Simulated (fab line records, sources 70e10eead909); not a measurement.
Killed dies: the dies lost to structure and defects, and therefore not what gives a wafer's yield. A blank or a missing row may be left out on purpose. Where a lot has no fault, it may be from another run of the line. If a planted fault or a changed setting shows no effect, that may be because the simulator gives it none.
Matching of chambers -- flow nand-harc -- NHARC_P_ZERO_WELL_ETCH_63 on rie-si-03 has 4 sister chambers
The step etches the open film in HBr/Cl2, target depth 120 nm, time 40.1 s. 16 wafers are shown with their chamber, then 7 later ones without.

== WAFERS WITH THEIR CHAMBER ==
wafer,chamber,drypump-motor-current-A (A),oes-product-au (a.u.),throttle-valve-pct (%)
L614.1,2,5.3,1.003,26.392
L614.3,0,5.7,0.998,26.401
L614.4,3,6.2,0.997,26.405
L615.3,1,6.1,1.001,26.409
L615.4,0,5.8,0.997,26.414
L615.6,3,6.1,0.997,26.397
L619.2,1,6.1,0.990,26.398
L619.3,2,5.3,1.003,26.416
L619.5,1,6.2,0.995,26.394
L620.1,2,5.3,1.015,26.408
L620.3,1,6.1,1.009,26.400
L620.6,0,5.7,0.992,26.405
L622.1,1,6.2,0.998,26.402
L622.4,0,5.7,1.012,26.405
L622.5,0,5.7,1.001,26.415
L632.3,0,5.7,1.006,26.415

SIGNATURES (means of the wafers above)
reading,chamber 0,chamber 1,chamber 2,chamber 3,scatter within a chamber
drypump-motor-current-A,5.717,6.140,5.300,6.150,0.0459
oes-product-au,1.00100,0.99860,1.00700,0.99700,0.00677
throttle-valve-pct,26.40917,26.40060,26.40533,26.40100,0.00734
Rule: a wafer lies at a distance from a chamber equal to the root of the sum of squares, over the readings, of (its reading less the chamber's mean, divided by the reading's scatter). The wafer belongs to the nearest chamber; if the next one is less than 2 further off, it can't be placed. The scatter: take each reading less its chamber's mean, square it, sum over the shown wafers, divide by the number of wafers less the number of chambers, and take the root.

== WAFERS WHOSE CHAMBER IS MISSING ==
wafer,drypump-motor-current-A (A),oes-product-au (a.u.),throttle-valve-pct (%)
L632.6,5.3,1.002,26.392
L635.2,6.1,0.994,26.423
L635.4,6.1,0.993,26.427
L635.5,6.2,0.976,26.405
L637.1,5.2,0.994,26.398
L637.5,5.3,1.003,26.389
L637.6,6.2,1.003,26.399

== EACH ONE'S CHAMBER ==
wafer,from the rows above,in truth
L632.6,2,2
L635.2,can't be placed: 3 or 1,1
L635.4,can't be placed: 3 or 1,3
L635.5,can't be placed: 3 or 1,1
L637.1,2,2
L637.5,2,2
L637.6,can't be placed: 3 or 1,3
Correct placement for 3 of the 7. From these rows, 4 cannot be placed; in 4 the true chamber is one of the candidates. Wrongly placed: 0.
